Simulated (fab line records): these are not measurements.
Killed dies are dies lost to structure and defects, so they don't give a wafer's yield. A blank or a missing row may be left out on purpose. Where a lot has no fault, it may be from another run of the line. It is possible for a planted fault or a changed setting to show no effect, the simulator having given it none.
2 desks, one fault	flow nandHarc	every desk sees just its own numbers, and what lay behind them comes last

## DESK OF THE TOOL OWNER: pvdSputter-01
The tool's own readings at NHARC_A_M0_PVD_21 (deposits Cu, target thk 30 nm, time 20.49 s): means of the sampled wafers that have a number, for each lot that ran on this tool. The brackets show how far a lot's mean lies from the usual mean; more than 4 standard deviations puts the lot out of limits, marked OUT.
Columns: A = cathodeDcPowerW at NHARC_A_M0_PVD_21, usual 5000.1 W; B = throttleValvePct at NHARC_A_M0_PVD_21, usual 30.4 %
lot	first seen here	A	B
L810	day 17 12:41	5001.1	30.1
L811	day 17 18:14	5000.3	30.1
L812	day 18 04:59	5000.4	30.4
L823	day 20 19:23	5000.6	31.0
L824	day 21 18:24	5000.4	30.5
This desk's verdict: no lot among the 5 shows anything out of limits.

## AT THE METROLOGY DESK
What the gauges read, lot by lot, whatever tool the lot ran on: means of the sampled wafers that have a number. The brackets show how far a lot's mean lies from the usual mean; more than 4 standard deviations puts the lot out of limits, marked OUT.
Columns: A = thkNm at NHARC_A_BONDPAD_THK_MEAS_20, usual 169.5 nm; B = cdNm at NHARC_THIN_TSV_CD_MEAS_12, usual 1000.0 nm
lot	first seen here	A	B
L810	day 17 23:35	170.9	1001.1
L811	day 18 04:44	169.5	1000.9
L813	day 18 11:32	169.5	1000.3
L814	day 18 15:47	170.4	1001.7
L812	day 18 16:10	169.3	1002.6
L817	day 19 09:29	169.0	998.9
L823	day 21 05:24	171.1	996.4
L825	day 21 19:13	168.7	998.8
L824	day 22 04:39	169.3	999.5
L826	day 22 16:04	169.5	998.4
L828	day 23 05:07	169.1	998.3
L831	day 23 09:42	170.7	999.6
L833	day 23 21:19	168.6	999.7
This desk's verdict: no lot among the 13 shows anything out of limits.

## TAKEN TOGETHER
Nothing out of limits was seen by the tool owner's desk.
Nothing out of limits was seen by the metrology desk.

## WHAT THE SIMULATOR HAD INSERTED
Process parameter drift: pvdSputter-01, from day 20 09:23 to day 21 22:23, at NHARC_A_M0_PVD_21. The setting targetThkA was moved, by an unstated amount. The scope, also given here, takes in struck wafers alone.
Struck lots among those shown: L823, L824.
